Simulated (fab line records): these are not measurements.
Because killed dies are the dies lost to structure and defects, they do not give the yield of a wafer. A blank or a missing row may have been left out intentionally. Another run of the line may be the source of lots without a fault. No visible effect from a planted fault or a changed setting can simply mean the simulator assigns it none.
8D (eight disciplines) problem report, filled in by code + flow nandHarc + the parts of the form that need people (team, actions taken, sign-off) are left out

1. THE ISSUE
Wafers without a fault read 119.8 nm, standard deviation 0.56; cdNm at NHARC_P_GATE_CD_MEAS_26 reads a mean of 138.3 nm on 6 wafers belonging to 2 lots. That puts it +33 standard deviations away from the usual mean.
The step: target cd 120 nm.
First observed at day 10 02:29: wafer L939.3, on cdSem-02. At this step, 42 wafers from 14 lots have a number in the record. Rule for "out" (also "out of limits"): further than 4 standard deviations from the usual mean. The rest of the wafers with a number are treated as sound.

2. WHAT IT IS, WHAT IT ISN'T
| question                    | is                     | is not                                                                          |
|-----------------------------|------------------------|---------------------------------------------------------------------------------|
| which readings at this step | cdNm                   | -                                                                               |
| which lots                  | L939, L944             | L927, L928, L929, L932, L933, L934, L935, L936, L937, L945, L949, L950          |
| which wafers of those lots  | all that have a number | -                                                                               |
| read on which gauges        | cdSem-01, cdSem-02     | cdSem-03                                                                        |
| when                        | from day 10 02:29      | up to then (27 sound wafers); but 9 sound wafers of L945, L949, L950 came after |

3. SUSPECTS, AND WHAT RULES EACH OUT
Counting: a tool stays on the suspect list if, at a process step up to the reading, it processed all lots that are out and no sound lot following the first of them.
- the gauge at NHARC_P_GATE_CD_MEAS_26 has been ruled out. Those wafers that are out were read across 2 gauges (cdSem-01, cdSem-02).
- rieDiel-09 at NHARC_P_GATE_DESCUM_13 (chemistry O2, time 3 s): kept. It ran every lot that is out, first L939 (day 9 12:19), and no sound lot after that; its last sound lot up to then is L928 (day 4 21:56).
- arfiScanner-01 at NHARC_P_GATE_EXPOSE_23 (exposes mask P GATE, target cd 120 nm): kept. It ran every lot that is out, first L939 (day 10 02:22), and no sound lot after that; its last sound lot up to then is L937 (day 9 07:43). Its own readings are out on those wafers: exposureDoseMJCm2.
After counting, rieDiel-09 at NHARC_P_GATE_DESCUM_13 and arfiScanner-01 at NHARC_P_GATE_EXPOSE_23 remain.

4. THE CAUSE (what the simulator had put in)
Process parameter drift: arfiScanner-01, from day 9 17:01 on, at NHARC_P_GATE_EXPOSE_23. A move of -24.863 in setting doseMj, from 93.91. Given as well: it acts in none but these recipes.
After counting, 2 suspects remain, this tool included.

5. THE CHAIN OF EFFECTS, in route order
Rows list readings where the struck wafers' mean (over those with a number) sits beyond 3 standard deviations from the usual. Only readings whose record carries a usual standard deviation are examined. hours: median over the lots of the time between each lot's start at the first step of this table that gives one and its start at this step. sigmas: the change, counted in usual standard deviations.
| hours | step                    | reading           | usual    | on struck wafers | change | sigmas      |
|-------|-------------------------|-------------------|----------|------------------|--------|-------------|
| 0     | NHARC_P_GATE_EXPOSE_23  | exposureDoseMJCm2 | 93.92    | 69.16            | -24.76 | -99 or more |
| 0     | NHARC_P_GATE_CD_MEAS_26 | cdNm              | 119.8 nm | 138.3            | +18.5  | +33         |
It contains these process steps:
- NHARC_P_GATE_EXPOSE_23: exposes mask P GATE, target cd 120 nm.

6. WHAT WOULD HAVE CAUGHT IT SOONER
9 hours passed between the start of the fault at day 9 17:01 and the first reading out of limits at a measuring or inspecting step in this record, taken at day 10 02:29.
The tool's own readings at NHARC_P_GATE_EXPOSE_23 were out on every struck wafer that the step has a row for (exposureDoseMJCm2): an alarm limit on them would have fired on the first of those.
L944, from the lots that are out (2), started NHARC_P_GATE_EXPOSE_23 on arfiScanner-01 later than day 10 02:29. Holding the tool at that time would have saved it.
